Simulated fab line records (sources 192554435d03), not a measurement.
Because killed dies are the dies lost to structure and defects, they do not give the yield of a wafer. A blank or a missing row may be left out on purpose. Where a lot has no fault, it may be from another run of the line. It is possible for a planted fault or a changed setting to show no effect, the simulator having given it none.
Split-lot study :: flow n5-finfet :: 39 wafers read from 7 lots, route of 1938 steps

== THE SPLIT ITSELF ==
At N5_BEOL_M9_ETCH_66 (etches SOC in N2/H2, target depth 80 nm, overetch 16 nm, time 120 s), the setting time-s was moved away from the recipe's 120 s on 15 of the 39 wafers read, by -48.1% to +37.3%. This setting was run at the recipe's value on the other wafers.

The reading is taken at the split's own step.

== THE READING ==
SiARC_of_BEOL_M9_COAT_64.thk-nm (the simulator's own value, which no gauge read), in nm, at N5_BEOL_M9_ETCH_66 (etches SOC in N2/H2, target depth 80 nm, overetch 16 nm, time 120 s). No usual value for it is given in the file. Across the 24 wafers here that went through the recipe, the average is 6.4 nm and the standard deviation 0.19 nm.

wafer: L075.1
tool, chamber at the split: rie-diel-02, 3
time-s as run, s: 120
against the recipe: recipe
SiARC_of_BEOL_M9_COAT_64.thk-nm, nm: 6.4
against lot-mates on the recipe: -

wafer: L075.6
tool, chamber at the split: rie-diel-02, 3
time-s as run, s: 120
against the recipe: recipe
SiARC_of_BEOL_M9_COAT_64.thk-nm, nm: 6.4
against lot-mates on the recipe: -

wafer: L075.2
tool, chamber at the split: rie-diel-02, 1
time-s as run, s: 148.6
against the recipe: +23.8%
SiARC_of_BEOL_M9_COAT_64.thk-nm, nm: 5.2
against lot-mates on the recipe: -1.3

wafer: L075.3
tool, chamber at the split: rie-diel-02, 2,0
time-s as run, s: 148.6
against the recipe: +23.8%
SiARC_of_BEOL_M9_COAT_64.thk-nm, nm: 5.4
against lot-mates on the recipe: -1.1

wafer: L075.4
tool, chamber at the split: rie-diel-02, 2,0
time-s as run, s: 148.6
against the recipe: +23.8%
SiARC_of_BEOL_M9_COAT_64.thk-nm, nm: 5.4
against lot-mates on the recipe: -1.1

wafer: L075.5
tool, chamber at the split: rie-diel-02, 2
time-s as run, s: 120
against the recipe: recipe
SiARC_of_BEOL_M9_COAT_64.thk-nm, nm: 6.6
against lot-mates on the recipe: -

wafer: L084.1
tool, chamber at the split: rie-diel-01, 2
time-s as run, s: 120
against the recipe: recipe
SiARC_of_BEOL_M9_COAT_64.thk-nm, nm: 6.6
against lot-mates on the recipe: -

wafer: L084.2
tool, chamber at the split: rie-diel-01, 1
time-s as run, s: 164.8
against the recipe: +37.3%
SiARC_of_BEOL_M9_COAT_64.thk-nm, nm: 3.6
against lot-mates on the recipe: -2.7

wafer: L084.3
tool, chamber at the split: rie-diel-01, 0
time-s as run, s: 164.8
against the recipe: +37.3%
SiARC_of_BEOL_M9_COAT_64.thk-nm, nm: 4
against lot-mates on the recipe: -2.3

wafer: L084.4
tool, chamber at the split: rie-diel-01, 3
time-s as run, s: 164.8
against the recipe: +37.3%
SiARC_of_BEOL_M9_COAT_64.thk-nm, nm: 4.4
against lot-mates on the recipe: -1.9

wafer: L084.5
tool, chamber at the split: rie-diel-01, 0
time-s as run, s: 120
against the recipe: recipe
SiARC_of_BEOL_M9_COAT_64.thk-nm, nm: 6.2
against lot-mates on the recipe: -

wafer: L084.6
tool, chamber at the split: rie-diel-01, 1
time-s as run, s: 120
against the recipe: recipe
SiARC_of_BEOL_M9_COAT_64.thk-nm, nm: 6
against lot-mates on the recipe: -

wafer: L087.1
tool, chamber at the split: rie-diel-04, 2,1,0
time-s as run, s: 120
against the recipe: recipe
SiARC_of_BEOL_M9_COAT_64.thk-nm, nm: 6.2
against lot-mates on the recipe: -

wafer: L087.2
tool, chamber at the split: rie-diel-04, 2,1,0
time-s as run, s: 120
against the recipe: recipe
SiARC_of_BEOL_M9_COAT_64.thk-nm, nm: 6.2
against lot-mates on the recipe: -

wafer: L087.4
tool, chamber at the split: rie-diel-04, 2,1,0
time-s as run, s: 120
against the recipe: recipe
SiARC_of_BEOL_M9_COAT_64.thk-nm, nm: 6.2
against lot-mates on the recipe: -

wafer: L087.3
tool, chamber at the split: rie-diel-04, 3
time-s as run, s: 153
against the recipe: +27.5%
SiARC_of_BEOL_M9_COAT_64.thk-nm, nm: 5
against lot-mates on the recipe: -1.2

wafer: L087.5
tool, chamber at the split: rie-diel-04, 3
time-s as run, s: 153
against the recipe: +27.5%
SiARC_of_BEOL_M9_COAT_64.thk-nm, nm: 5
against lot-mates on the recipe: -1.2

wafer: L087.6
tool, chamber at the split: rie-diel-04, 2
time-s as run, s: 153
against the recipe: +27.5%
SiARC_of_BEOL_M9_COAT_64.thk-nm, nm: 4.6
against lot-mates on the recipe: -1.6

wafer: L091.1
tool, chamber at the split: rie-diel-01, 3
time-s as run, s: 120
against the recipe: recipe
SiARC_of_BEOL_M9_COAT_64.thk-nm, nm: 6.6
against lot-mates on the recipe: -

wafer: L091.2
tool, chamber at the split: rie-diel-01, 1
time-s as run, s: 90.26
against the recipe: -24.8%
SiARC_of_BEOL_M9_COAT_64.thk-nm, nm: 7.6
against lot-mates on the recipe: +1.2

wafer: L091.3
tool, chamber at the split: rie-diel-01, 2
time-s as run, s: 90.26
against the recipe: -24.8%
SiARC_of_BEOL_M9_COAT_64.thk-nm, nm: 8
against lot-mates on the recipe: +1.6

wafer: L091.4
tool, chamber at the split: rie-diel-01, 0
time-s as run, s: 120
against the recipe: recipe
SiARC_of_BEOL_M9_COAT_64.thk-nm, nm: 6.2
against lot-mates on the recipe: -

wafer: L091.5
tool, chamber at the split: rie-diel-01, 0
time-s as run, s: 120
against the recipe: recipe
SiARC_of_BEOL_M9_COAT_64.thk-nm, nm: 6.4
against lot-mates on the recipe: -

wafer: L091.6
tool, chamber at the split: rie-diel-01, 1
time-s as run, s: 90.26
against the recipe: -24.8%
SiARC_of_BEOL_M9_COAT_64.thk-nm, nm: 7.4
against lot-mates on the recipe: +1.0

wafer: L093.1
tool, chamber at the split: rie-diel-02, 0
time-s as run, s: 120
against the recipe: recipe
SiARC_of_BEOL_M9_COAT_64.thk-nm, nm: 6.6
against lot-mates on the recipe: -

wafer: L093.4
tool, chamber at the split: rie-diel-02, 0
time-s as run, s: 120
against the recipe: recipe
SiARC_of_BEOL_M9_COAT_64.thk-nm, nm: 6.6
against lot-mates on the recipe: -

wafer: L093.2
tool, chamber at the split: rie-diel-02, 1,3,1,3
time-s as run, s: 120
against the recipe: recipe
SiARC_of_BEOL_M9_COAT_64.thk-nm, nm: 6.4
against lot-mates on the recipe: -

wafer: L093.3
tool, chamber at the split: rie-diel-02, 1,3,1,3
time-s as run, s: 120
against the recipe: recipe
SiARC_of_BEOL_M9_COAT_64.thk-nm, nm: 6.4
against lot-mates on the recipe: -

wafer: L093.5
tool, chamber at the split: rie-diel-02, 1,3,1,3
time-s as run, s: 120
against the recipe: recipe
SiARC_of_BEOL_M9_COAT_64.thk-nm, nm: 6.4
against lot-mates on the recipe: -

wafer: L093.6
tool, chamber at the split: rie-diel-02, 1,3,1,3
time-s as run, s: 120
against the recipe: recipe
SiARC_of_BEOL_M9_COAT_64.thk-nm, nm: 6.4
against lot-mates on the recipe: -

wafer: L095.1
tool, chamber at the split: rie-diel-01, 0
time-s as run, s: 120
against the recipe: recipe
SiARC_of_BEOL_M9_COAT_64.thk-nm, nm: 6.2
against lot-mates on the recipe: -

wafer: L095.2
tool, chamber at the split: rie-diel-01, 2
time-s as run, s: 120
against the recipe: recipe
SiARC_of_BEOL_M9_COAT_64.thk-nm, nm: 6.6
against lot-mates on the recipe: -

wafer: L095.3
tool, chamber at the split: rie-diel-01, 3
time-s as run, s: 120
against the recipe: recipe
SiARC_of_BEOL_M9_COAT_64.thk-nm, nm: 6.4
against lot-mates on the recipe: -

wafer: L095.4
tool, chamber at the split: rie-diel-01, 1
time-s as run, s: 62.29
against the recipe: -48.1%
SiARC_of_BEOL_M9_COAT_64.thk-nm, nm: 8.8
against lot-mates on the recipe: +2.4

wafer: L095.5
tool, chamber at the split: rie-diel-01, 3,2
time-s as run, s: 62.29
against the recipe: -48.1%
SiARC_of_BEOL_M9_COAT_64.thk-nm, nm: 9.2
against lot-mates on the recipe: +2.8

wafer: L095.6
tool, chamber at the split: rie-diel-01, 3,2
time-s as run, s: 62.29
against the recipe: -48.1%
SiARC_of_BEOL_M9_COAT_64.thk-nm, nm: 9.2
against lot-mates on the recipe: +2.8

wafer: L097.1
tool, chamber at the split: rie-diel-01, 1
time-s as run, s: 120
against the recipe: recipe
SiARC_of_BEOL_M9_COAT_64.thk-nm, nm: 6
against lot-mates on the recipe: -

wafer: L097.4
tool, chamber at the split: rie-diel-01, 3,2
time-s as run, s: 120
against the recipe: recipe
SiARC_of_BEOL_M9_COAT_64.thk-nm, nm: 6.6
against lot-mates on the recipe: -

wafer: L097.5
tool, chamber at the split: rie-diel-01, 3,2
time-s as run, s: 120
against the recipe: recipe
SiARC_of_BEOL_M9_COAT_64.thk-nm, nm: 6.6
against lot-mates on the recipe: -
Rows listing several chambers each stand for several wafers; the file does not say which wafer went through which chamber.

FIT RESULTS
A straight line over all 39 wafers: SiARC_of_BEOL_M9_COAT_64.thk-nm changes by -0.0561 nm for each +1% of time-s; r = -0.98; the points scatter about the line by 0.24 nm.
The same after taking each lot's own level away (the mean of its wafers on the recipe; 39 wafers): -0.0546 nm for each +1%; r = -0.98; scatter 0.22 nm.
According to that fit, moving time-s by its largest amount changes the reading by 2.6 nm.
The lots' own levels span 6.20 to 6.47 nm, that is 1.4 times the standard deviation above.
The two slopes are in agreement: the lot-to-lot level therefore moves the slope only a little.
Check: for one of the wafers moved furthest among these (-48.1%), held out of the fit, the line's prediction against its lot-mates is +2.68 nm. It came out at +2.4 nm against them.

== THESE WAFERS: OTHER SPLITS ==
These wafers also went through other splits before the reading. Each is held against what the fit with the lots' levels taken away leaves over:
other split on the same wafers: N5_FIN_SAQP_MANDREL_ETCH_22 target-depth-a
wafers away from the commonest value: 6
r with SiARC_of_BEOL_M9_COAT_64.thk-nm (lot level and that fit taken away): +0.25

other split on the same wafers: N5_DUMMY_GATE_DESCUM_20 time-s
wafers away from the commonest value: 9
r with SiARC_of_BEOL_M9_COAT_64.thk-nm (lot level and that fit taken away): +0.00

other split on the same wafers: N5_BEOL_M0_SAQP_CUT_ETCH_46 time-s
wafers away from the commonest value: 12
r with SiARC_of_BEOL_M9_COAT_64.thk-nm (lot level and that fit taken away): -0.01

other split on the same wafers: N5_BEOL_M2_TRENCH_ETCH_37 target-depth-a
wafers away from the commonest value: 12
r with SiARC_of_BEOL_M9_COAT_64.thk-nm (lot level and that fit taken away): -0.09

other split on the same wafers: N5_BEOL_M2_SPUTTER_94 time-s
wafers away from the commonest value: 12
r with SiARC_of_BEOL_M9_COAT_64.thk-nm (lot level and that fit taken away): -0.19

other split on the same wafers: N5_BEOL_M6_CVD_78 target-thk-a
wafers away from the commonest value: 15
r with SiARC_of_BEOL_M9_COAT_64.thk-nm (lot level and that fit taken away): -0.06

== THE FILE'S OWN FIT ==
SiARC_of_BEOL_M9_COAT_64.thk-nm changes by -0.0545 nm for each +1% of time-s, r = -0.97.
